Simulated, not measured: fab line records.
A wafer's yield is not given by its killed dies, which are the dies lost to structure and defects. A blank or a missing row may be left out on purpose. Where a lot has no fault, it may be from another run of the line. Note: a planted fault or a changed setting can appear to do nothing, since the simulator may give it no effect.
Split-lot trial | flow n5 finfet | 39 wafers read from 7 lots, route of 1938 steps

## SPLIT DETAILS
At N5_BEOL_M3_ETCH_41 (etches SiCN in CH3F/O2, target depth 29.9 nm, time 52.5 s), the setting target depth a was moved away from the recipe's 299 angstrom on 15 of the 39 wafers read, by -40.6% to +56.7%. This setting was run at the recipe's value on the other wafers.

The split's own step is where the reading is taken.

## THE READING
etch.depth nm (the simulator's own value, which no gauge read), in nm, at N5_BEOL_M3_ETCH_41 (etches SiCN in CH3F/O2, target depth 29.9 nm, time 52.5 s). There is no usual value for it anywhere in the file. Here, 24 wafers ran the recipe; their average is 19.94 nm with a standard deviation of 0.33 nm.

wafer  | tool, chamber at the split | target depth a as run, angstrom | against the recipe | etch.depth nm, nm | against lot-mates on the recipe
L077.1 | rie diel-03, 2             | 299                             | recipe             | 19.56             | -
L077.2 | rie diel-03, 1             | 299                             | recipe             | 19.65             | -
L077.3 | rie diel-03, 1             | 405.2                           | +35.5%             | 26.55             | +6.97
L077.4 | rie diel-03, 2             | 299                             | recipe             | 19.52             | -
L077.5 | rie diel-03, 1             | 405.2                           | +35.5%             | 26.62             | +7.04
L077.6 | rie diel-03, 2             | 405.2                           | +35.5%             | 26.7              | +7.12
L078.1 | rie diel-03, 0             | 468.5                           | +56.7%             | 31.06             | +11.28
L078.2 | rie diel-03, 1             | 468.5                           | +56.7%             | 30.9              | +11.12
L078.3 | rie diel-03, 2             | 299                             | recipe             | 19.88             | -
L078.4 | rie diel-03, 2             | 299                             | recipe             | 19.72             | -
L078.5 | rie diel-03, 1             | 299                             | recipe             | 19.73             | -
L078.6 | rie diel-03, 0             | 468.5                           | +56.7%             | 31.01             | +11.23
L079.1 | rie diel-05, 3             | 299                             | recipe             | 19.74             | -
L079.2 | rie diel-05, 2             | 450.6                           | +50.7%             | 30.4              | +10.64
L079.3 | rie diel-05, 0             | 299                             | recipe             | 19.65             | -
L079.4 | rie diel-05, 1             | 450.6                           | +50.7%             | 30.62             | +10.86
L079.5 | rie diel-05, 0             | 450.6                           | +50.7%             | 29.53             | +9.77
L079.6 | rie diel-05, 3             | 299                             | recipe             | 19.9              | -
L081.1 | rie diel-03, 2             | 299                             | recipe             | 19.87             | -
L081.2 | rie diel-03, 3             | 299                             | recipe             | 20.16             | -
L081.4 | rie diel-03, 0             | 299                             | recipe             | 19.92             | -
L088.1 | rie diel-03, 2             | 299                             | recipe             | 21.18             | -
L088.2 | rie diel-03, 3             | 299                             | recipe             | 20.22             | -
L088.3 | rie diel-03, 0             | 299                             | recipe             | 20.13             | -
L088.4 | rie diel-03, 1             | 299                             | recipe             | 19.75             | -
L088.5 | rie diel-03, 0             | 299                             | recipe             | 20.05             | -
L088.6 | rie diel-03, 3             | 299                             | recipe             | 20.24             | -
L090.1 | rie diel-05, 0             | 299                             | recipe             | 20.1              | -
L090.2 | rie diel-05, 1             | 177.7                           | -40.6%             | 12.05             | -8.06
L090.3 | rie diel-05, 3             | 299                             | recipe             | 19.94             | -
L090.4 | rie diel-05, 2             | 177.7                           | -40.6%             | 12.13             | -7.98
L090.5 | rie diel-05, 2             | 299                             | recipe             | 20.29             | -
L090.6 | rie diel-05, 3             | 177.7                           | -40.6%             | 11.89             | -8.22
L091.1 | rie diel-04, 0             | 181.7                           | -39.2%             | 12.24             | -7.57
L091.2 | rie diel-04, 1             | 181.7                           | -39.2%             | 11.78             | -8.03
L091.3 | rie diel-04, 2             | 299                             | recipe             | 19.84             | -
L091.4 | rie diel-04, 3             | 299                             | recipe             | 19.72             | -
L091.5 | rie diel-04, 0             | 299                             | recipe             | 19.86             | -
L091.6 | rie diel-04, 1             | 181.7                           | -39.2%             | 11.92             | -7.89

FIT RESULTS
A straight line over all 39 wafers: etch.depth nm changes by +0.197 nm for each +1% of target depth a; r = +1.00; the points scatter about the line by 0.34 nm.
The same after taking each lot's own level away (the mean of its wafers on the recipe; 39 wafers): +0.2 nm for each +1%; r = +1.00; scatter 0.26 nm.
Per that fit: largest target depth a move, reading shift of 11 nm.
The lots' own levels span 19.577 to 20.262 nm, that is 2.0 times the standard deviation above.
The two slopes are in agreement: the lot-to-lot level therefore moves the slope only a little.
Check: with one of the wafers moved furthest among these (+56.7%) left out of the fit, the line predicts +11.4 nm for it against its lot-mates. It came out at +11.3 nm against them.

## OTHER SPLITS ON THESE WAFERS
These wafers also went through other splits before the reading. Each is held against what the fit with the lots' levels taken away leaves over:
other split on the same wafers               | wafers away from the commonest value | r with etch.depth nm (lot level and that fit taken away)
N5_FIN_SAQP_ETCH_65 time s                   | 18                                   | +0.10
N5_STI_FIN_REVEAL_ETCHBACK_08 target depth a | 6                                    | +0.11
N5_HKMG_FIN_DESCUM_53 time s                 | 15                                   | +0.04
N5_HKMG_FIN_ALD_72 ald cycles                | 15                                   | -0.17
N5_BEOL_M1_ETCH_64 time s                    | 18                                   | -0.04

## THE FILE'S OWN FIT
etch.depth nm changes by +0.2 nm for each +1% of target depth a, r = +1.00.
